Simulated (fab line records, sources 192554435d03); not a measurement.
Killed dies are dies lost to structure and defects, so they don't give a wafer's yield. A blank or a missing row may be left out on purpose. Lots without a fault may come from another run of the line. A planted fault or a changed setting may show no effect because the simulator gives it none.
Chamber matching | flow n5_finfet | N5_BEOL_M1_ETCH_69 on rie_diel-03: 4 sister chambers
The step etches SiARC in CF4, target depth 15.6 nm, time 26 s. 18 wafers are shown with their chamber, then 9 later ones without.

WAFERS WITH THEIR CHAMBER
wafer  | chamber | drypump_motor_current_A (A) | showerhead_plenum_p_Torr (Torr) | throttle_valve_pct (%)
L075.2 | 0       | 6.4                         | 2.06                            | 15.59
L075.3 | 3       | 6.4                         | 2.11                            | 15.72
L075.5 | 2       | 6.2                         | 2.17                            | 15.46
L079.1 | 0       | 6.4                         | 2.06                            | 15.60
L079.2 | 2       | 6.2                         | 2.17                            | 15.48
L079.3 | 3       | 6.4                         | 2.11                            | 15.75
L082.2 | 2       | 6.2                         | 2.16                            | 15.49
L082.3 | 3       | 6.5                         | 2.10                            | 15.76
L082.5 | 3       | 6.5                         | 2.10                            | 15.76
L084.2 | 1       | 5.8                         | 2.20                            | 15.75
L084.3 | 3       | 6.5                         | 2.10                            | 15.78
L084.4 | 2       | 6.2                         | 2.16                            | 15.50
L085.3 | 1       | 5.8                         | 2.20                            | 15.76
L085.5 | 0       | 6.4                         | 2.05                            | 15.62
L085.6 | 3       | 6.5                         | 2.10                            | 15.77
L086.4 | 0       | 6.4                         | 2.05                            | 15.63
L086.5 | 1       | 5.8                         | 2.20                            | 15.76
L086.6 | 3       | 6.5                         | 2.10                            | 15.79

SIGNATURES (means of the wafers above)
reading                  | chamber 0 | chamber 1 | chamber 2 | chamber 3 | scatter within a chamber
drypump_motor_current_A  | 6.400     | 5.800     | 6.200     | 6.471     | 0.0319
showerhead_plenum_p_Torr | 2.0550    | 2.2000    | 2.1650    | 2.1029    | 0.00495
throttle_valve_pct       | 15.6100   | 15.7567   | 15.4825   | 15.7614   | 0.0189
Rule: a wafer's distance from a chamber is the root of the sum, over the readings, of the square of ((its reading less the chamber's mean) divided by the reading's scatter). The wafer belongs to the nearest chamber; if the next one is less than 2 further off, it can't be placed. The scatter: the root of (the sum of the squares of (reading less its chamber's mean) over the shown wafers, divided by (wafers less chambers)).

WAFERS WITHOUT THEIR CHAMBER
wafer  | drypump_motor_current_A (A) | showerhead_plenum_p_Torr (Torr) | throttle_valve_pct (%)
L091.1 | 6.2                         | 2.16                            | 14.99
L091.5 | 6.3                         | 2.05                            | 15.65
L091.6 | 5.8                         | 2.20                            | 15.78
L094.1 | 6.4                         | 2.05                            | 15.66
L094.2 | 6.2                         | 2.16                            | 15.01
L094.4 | 6.2                         | 2.16                            | 15.00
L096.2 | 6.4                         | 2.04                            | 15.68
L096.3 | 5.8                         | 2.19                            | 15.80
L096.6 | 6.5                         | 2.10                            | 15.29

WHICH CHAMBER EACH WENT THROUGH
wafer  | from the rows above     | in truth
L091.1 | 2                       | 2
L091.5 | 0                       | 0
L091.6 | 1                       | 1
L094.1 | 0                       | 0
L094.2 | 2                       | 2
L094.4 | 2                       | 2
L096.2 | 0                       | 0
L096.3 | 1                       | 1
L096.6 | can't be placed: 2 or 0 | 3
Placed correctly: 8 of 9. Can't be placed from these rows: 1 (the true chamber is among the candidates in 0). Placed wrongly: 0.
